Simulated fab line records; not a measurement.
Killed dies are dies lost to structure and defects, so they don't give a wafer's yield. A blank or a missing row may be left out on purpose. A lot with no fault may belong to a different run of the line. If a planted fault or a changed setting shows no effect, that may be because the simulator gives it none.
Comparing a struck lot with a sound one ; flow nand-harc ; 15 steps out of a route of 1302
Sound: these wafers, L644.1, L644.2, L644.5. Wafers L650.1, L650.3, L650.4 were the ones struck. Last of all comes the cause.
Each step with rows lists, per side, the tool, then ch with its chambers, then its first start. Under that, the readings that differ: sound wafers ; struck wafers ; difference of the means ; sigmas: that difference in standard deviations of wafers without a fault.
alike: a reading whose means differ by less than 2 such deviations, as well as words and numbers matching on both sides. not compared: withheld readings; readings where some wafer has no value; bounds like >300 that might hide an equal value; numbers whose values overlap and for which the record gives no deviation.
The two part at a step that has a row with sigmas, a row that says differs or no value, or rows on one side only. When numbers do not overlap yet have no deviation, they are printed without sigmas and do not part them. Lack of a reading on every wafer of one side parts them only where that side has two or more wafers.

NHARC_P_START_INSPECT_01:
  struck on defect-inspect-01, day 9 18:02; sound on defect-inspect-02, day 7 06:02
  alike: raw-defect-count
then, 9 steps without rows for these wafers: NHARC_P_ZERO_WELL_PRECLEAN_00 (cleans in SPM, time 600 s); NHARC_P_ZERO_WELL_SRD_01; NHARC_P_ZERO_WELL_PECVD_02 (deposits SiO2, target thk 10 nm); NHARC_P_ZERO_WELL_DEHYDRATE_03 (time 120 s); NHARC_P_ZERO_WELL_HMDS_04 (time 30 s); NHARC_P_ZERO_WELL_COAT_64 (time 65 s); NHARC_P_ZERO_WELL_COAT_05 (resist thk 600 nm); NHARC_P_ZERO_WELL_SOFTBAKE_06 (time 70 s); NHARC_P_ZERO_WELL_EBR_07.
NHARC_P_ZERO_WELL_EXPOSE_08: exposes mask P ZERO, target cd 500 nm.
  sound on krf-scanner-02 ch 0, day 7 06:59; struck on krf-scanner-04 ch 0, day 9 19:05
reading;sound;struck;difference;sigmas
exposure-dose-mJ-cm2;33.80 33.81 33.81;32.56 32.58 32.55;-1.24;-6
  alike: mask
then, 2 steps without rows for these wafers: NHARC_P_ZERO_WELL_PEB_09 (peb time 80 s); NHARC_P_ZERO_WELL_DEVELOP_10 (time 50 s).
NHARC_P_ZERO_WELL_CD_MEAS_11: the cd target is 500 nm.
  sound on cd-sem-01 ch 0, day 7 07:08; struck on cd-sem-03 ch 0, day 9 19:14
reading;sound;struck;difference;sigmas
cd-nm (nm);499.3 498.5 498.3;491.6 490.9 492.7;-7.0;-6
then, 1 step without rows for these wafers: NHARC_P_ZERO_WELL_HARDBAKE_12 (time 65 s).

WHERE THEY PART
Last at NHARC_P_ZERO_WELL_CD_MEAS_11 as far as this record goes, first at NHARC_P_ZERO_WELL_EXPOSE_08.

WHY: what the simulator had put in
Drift in process parameters on krf-scanner-04 at NHARC_P_ZERO_WELL_EXPOSE_08, starting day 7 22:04. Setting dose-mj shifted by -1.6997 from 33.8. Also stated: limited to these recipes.
